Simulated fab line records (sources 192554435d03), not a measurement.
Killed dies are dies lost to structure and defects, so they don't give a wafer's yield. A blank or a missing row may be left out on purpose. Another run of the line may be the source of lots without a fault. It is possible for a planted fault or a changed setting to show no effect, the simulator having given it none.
Chamber matching || flow n5Finfet || rieDiel-03 running N5_BEOL_M9_ETCH_65: 4 sister chambers
The step etches SiARC in CF4, target depth 15.6 nm, time 26 s. 8 wafers are shown with their chamber, then 10 later ones without.

## EACH WAFER AND ITS CHAMBER
{"wafer": "L075.5", "chamber": 3, "throttleValvePct (%)": 15.32, "showerheadPlenumPTorr (Torr)": 2.18}
{"wafer": "L084.2", "chamber": 2, "throttleValvePct (%)": 15.56, "showerheadPlenumPTorr (Torr)": 2.14}
{"wafer": "L089.2", "chamber": 0, "throttleValvePct (%)": 15.44, "showerheadPlenumPTorr (Torr)": 2.14}
{"wafer": "L089.3", "chamber": 2, "throttleValvePct (%)": 15.58, "showerheadPlenumPTorr (Torr)": 2.13}
{"wafer": "L088.1", "chamber": 3, "throttleValvePct (%)": 15.37, "showerheadPlenumPTorr (Torr)": 2.17}
{"wafer": "L088.4", "chamber": 0, "throttleValvePct (%)": 15.45, "showerheadPlenumPTorr (Torr)": 2.13}
{"wafer": "L093.1", "chamber": 1, "throttleValvePct (%)": 16.15, "showerheadPlenumPTorr (Torr)": 2.20}
{"wafer": "L093.5", "chamber": 1, "throttleValvePct (%)": 16.15, "showerheadPlenumPTorr (Torr)": 2.20}

## WAFERS MISSING THEIR CHAMBER
{"wafer": "L093.6", "throttleValvePct (%)": 15.58, "showerheadPlenumPTorr (Torr)": 2.13}
{"wafer": "L091.2", "throttleValvePct (%)": 15.47, "showerheadPlenumPTorr (Torr)": 2.13}
{"wafer": "L091.4", "throttleValvePct (%)": 15.59, "showerheadPlenumPTorr (Torr)": 2.13}
{"wafer": "L091.6", "throttleValvePct (%)": 15.40, "showerheadPlenumPTorr (Torr)": 2.17}
{"wafer": "L095.2", "throttleValvePct (%)": 15.41, "showerheadPlenumPTorr (Torr)": 2.16}
{"wafer": "L095.3", "throttleValvePct (%)": 15.61, "showerheadPlenumPTorr (Torr)": 2.13}
{"wafer": "L095.4", "throttleValvePct (%)": 15.47, "showerheadPlenumPTorr (Torr)": 2.13}
{"wafer": "L097.1", "throttleValvePct (%)": 15.40, "showerheadPlenumPTorr (Torr)": 2.16}
{"wafer": "L097.2", "throttleValvePct (%)": 15.46, "showerheadPlenumPTorr (Torr)": 2.13}
{"wafer": "L097.3", "throttleValvePct (%)": 15.61, "showerheadPlenumPTorr (Torr)": 2.13}

## WHICH CHAMBER EACH ONE RAN IN
{"wafer": "L093.6", "from the rows above": 2, "in truth": 2}
{"wafer": "L091.2", "from the rows above": 0, "in truth": 0}
{"wafer": "L091.4", "from the rows above": 2, "in truth": 2}
{"wafer": "L091.6", "from the rows above": 3, "in truth": 3}
{"wafer": "L095.2", "from the rows above": "can't be placed: 3 or 0", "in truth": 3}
{"wafer": "L095.3", "from the rows above": 2, "in truth": 2}
{"wafer": "L095.4", "from the rows above": 0, "in truth": 0}
{"wafer": "L097.1", "from the rows above": "can't be placed: 3 or 0", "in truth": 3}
{"wafer": "L097.2", "from the rows above": 0, "in truth": 0}
{"wafer": "L097.3", "from the rows above": 2, "in truth": 2}
8 of 10 placed correctly. Cannot be placed on the basis of these rows: 2; the candidates contain the true chamber in 2. Placed wrongly: 0.
How it was worked out, from the rows above alone: a wafer's distance from a chamber is the root of the sum, over the readings, of the square of ((its reading less the chamber's mean) divided by the reading's scatter). The wafer belongs to the nearest chamber; if the next one is less than 2 further off, it can't be placed. For every chamber, the mean is computed from those of its wafers that are shown. The scatter: take each reading less its chamber's mean, square it, sum over the shown wafers, divide by the number of wafers less the number of chambers, and take the root.
